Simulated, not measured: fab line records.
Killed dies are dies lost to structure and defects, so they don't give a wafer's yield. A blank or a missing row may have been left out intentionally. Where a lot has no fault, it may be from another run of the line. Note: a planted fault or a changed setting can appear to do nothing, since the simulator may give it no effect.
Struck lot and sound lot, side by side	flow n5 finfet	36 steps out of a route of 1938
Sound: wafers L748.2, L748.3, L748.5. Struck: wafers L761.1, L761.3, L761.6. The cause comes at the end.
For every step that has rows: the tool of each side, followed by ch and its chambers, followed by its first start. Under that, the readings that differ: sound wafers	struck wafers	difference of the means	sigmas: that difference in standard deviations of wafers without a fault.
alike: a reading whose means differ by less than 2 such deviations, as well as words and numbers matching on both sides. not compared: withheld readings; readings where some wafer has no value; bounds like >300 that might hide an equal value; numbers whose values overlap and for which the record gives no deviation.
A row with sigmas, a row that says differs or no value, or rows on one side alone: a step with any of these is where the two part. When numbers do not overlap yet have no deviation, they are printed without sigmas and do not part them. A reading that every wafer of one side lacks parts them only if that side has two wafers or more.

first, 9 steps without rows for these wafers: N5_BEOL_M4_ANNEAL_95 (time 240 s); N5_BEOL_M4_SPUTTER_96 (material Cu, target thk 4.5 nm, time 8.29 s); N5_BEOL_M4_ECD_50 (material Cu, target thk 300 nm); N5_BEOL_M4_ANNEAL_51 (time 90 s); N5_BEOL_M4_CMP_52 (polishes, stops on SiOC, t overpolish 6.8 s, target thk 40 nm); N5_BEOL_M4_PRE_CLEAN_60 (time 15 s); N5_BEOL_M4_CO_CAP_55 (material Co, precursor CCTBA/H2, target thk 2 nm, time 102.1 s); N5_BEOL_M4_PRE_CLEAN_56 (time 15 s); N5_BEOL_M4_DEP_57 (deposits SiCN from 3MS/NH3, target thk 8 nm, time 14 s).
N5_BEOL_M4_RC_MEAS_101:
  sound on prober-01 ch 0, day 11 10:03; struck on prober-02 ch 0, day 13 23:47
reading	sound	struck	difference	sigmas
VT_P (mV)	-253 -251 -252	-244 -244 -248	+7	+2
  alike: DIBL_N, DIBL_P, IOFF_N, IOFF_P, ION_N, ION_P, SS_N, SS_P, VT_N
then, 24 steps without rows for these wafers: N5_BEOL_M5_ILD_DEP_00 (deposits SiCOH lowk from DEMS/porogen, target thk 140.64 nm, time 25.9 s); N5_BEOL_M5_CURE_79 (cures SiCOH lowk, time 240 s); N5_BEOL_M5_PECVD_70 (deposits SiO2 from TEOS/O2, target thk 16 nm, time 18 s); N5_BEOL_M5_HM_DEP_02 (deposits TiN, target thk 20 nm); N5_BEOL_M5_COAT_59 (time 60 s, resist thk 60 nm); N5_BEOL_M5_COAT_60 (time 60 s, resist thk 12 nm); N5_BEOL_M5_COAT_71 (time 60 s, resist thk 5 nm); N5_BEOL_M5_COAT_05 (resist thk 30 nm); N5_BEOL_M5_EBR_07; N5_BEOL_M5_SOFTBAKE_06 (time 60 s); N5_BEOL_M5_EXPOSE_08 (exposes mask M5, target cd 28 nm); N5_BEOL_M5_PEB_09 (peb time 60 s); N5_BEOL_M5_DEVELOP_10 (develop time 30 s); N5_BEOL_M5_DESCUM_16 (chemistry O2, time 7 s); N5_BEOL_M5_ETCH_72 (etches underlayer in N2/H2, target depth 6.5 nm, time 5.2 s); N5_BEOL_M5_ETCH_61 (etches SiARC in CF4, target depth 15.6 nm, time 26 s); N5_BEOL_M5_ETCH_62 (etches SOC in N2/H2, target depth 75 nm, overetch 15 nm, time 112.5 s); N5_BEOL_M5_STRIP_63 (strips in N2/H2); N5_BEOL_M5_STRIP_73 (strips in N2/H2); N5_BEOL_M5_STRIP_64 (strips in CF4); N5_BEOL_M5_HM_OPEN_17 (chemistry Cl2/BCl3, target TiN, target depth 20 nm, overetch 6 nm); N5_BEOL_M5_STRIP_19 (strips in O2); N5_BEOL_M5_COAT_65 (time 60 s, resist thk 60 nm); N5_BEOL_M5_COAT_66 (time 60 s, resist thk 12 nm).
-- a jump in the record: the struck wafers' starts before and after are 4 days apart (it breaks off in module BEOL_M5 and resumes in module PASSIVATION, where the first step shown is number 1936 of the route) --
N5_PASSIVATION_ETCH_15: etches SiCN in CF4/N2, target depth 75 nm, time 81.2 s.
  sound on rie diel-03 ch 1,2, day 15 04:33; struck on rie diel-03 ch 0,1, day 18 10:49
  no value came back on the struck wafers for any of 8 readings (bias w (W), cf4 flow sccm (sccm) and others); on the sound wafers bias w (W) reads 70.06 70.23 70.20
  not compared: rf hours counter h
N5_PASSIVATION_PROBE_49:
  the record has rows for the struck wafers here (prober-02, day 18 16:52) and none for the sound ones

## WHERE THEY PART
Earliest at N5_BEOL_M4_RC_MEAS_101; latest, in this record, at N5_PASSIVATION_PROBE_49.

WHY: what the simulator had put in
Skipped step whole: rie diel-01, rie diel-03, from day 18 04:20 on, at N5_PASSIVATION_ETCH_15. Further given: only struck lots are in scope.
